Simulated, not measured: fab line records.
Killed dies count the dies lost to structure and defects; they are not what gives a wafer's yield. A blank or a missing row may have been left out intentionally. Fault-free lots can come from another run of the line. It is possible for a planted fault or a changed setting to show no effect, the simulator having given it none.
Matching of chambers	flow n5_finfet	N5_BEOL_M3_ALD_84 on ald_metal-01 has 4 sister chambers
The step deposits TaN, pulse time 2 s, purge time 3 s, co reactant purge time 2 s. 18 wafers are shown with their chamber, then 9 later ones without.

WAFERS PAIRED WITH THEIR CHAMBERS
wafer	chamber	heater_power_w (W)
L078.1	2	403
L078.3	0	441
L078.6	3	354
L087.1	2	391
L087.4	0	444
L087.5	1	495
L085.3	2	397
L085.5	3	365
L085.6	2	397
L088.3	0	445
L088.5	0	441
L088.6	3	361
L090.1	3	364
L090.3	1	502
L090.6	3	370
L092.2	0	445
L092.3	1	517
L092.6	2	397

SIGNATURES (averages over the wafers above)
reading	chamber 0	chamber 1	chamber 2	chamber 3	scatter within a chamber
heater_power_w	443.20	504.67	397.00	362.80	5.86
Rule: a wafer's distance from a chamber is the root of the sum, over the readings, of the square of ((its reading less the chamber's mean) divided by the reading's scatter). If the next closest chamber is less than 2 further off than the closest, the wafer can't be placed; otherwise it belongs to the closest. The scatter: take each reading less its chamber's mean, square it, sum over the shown wafers, divide by the number of wafers less the number of chambers, and take the root.

WAFERS MISSING THEIR CHAMBER
wafer	heater_power_w (W)
L093.1	400
L093.3	365
L093.5	498
L095.2	505
L095.4	448
L095.5	497
L096.3	499
L096.4	435
L096.5	367

WHICH CHAMBER EACH ONE RAN IN
wafer	from the rows above	in truth
L093.1	2	2
L093.3	3	3
L093.5	1	1
L095.2	1	1
L095.4	0	0
L095.5	1	1
L096.3	1	1
L096.4	0	0
L096.5	3	3
Placed correctly: 9 of 9. Can't be placed from these rows: 0. 0 placed wrongly.
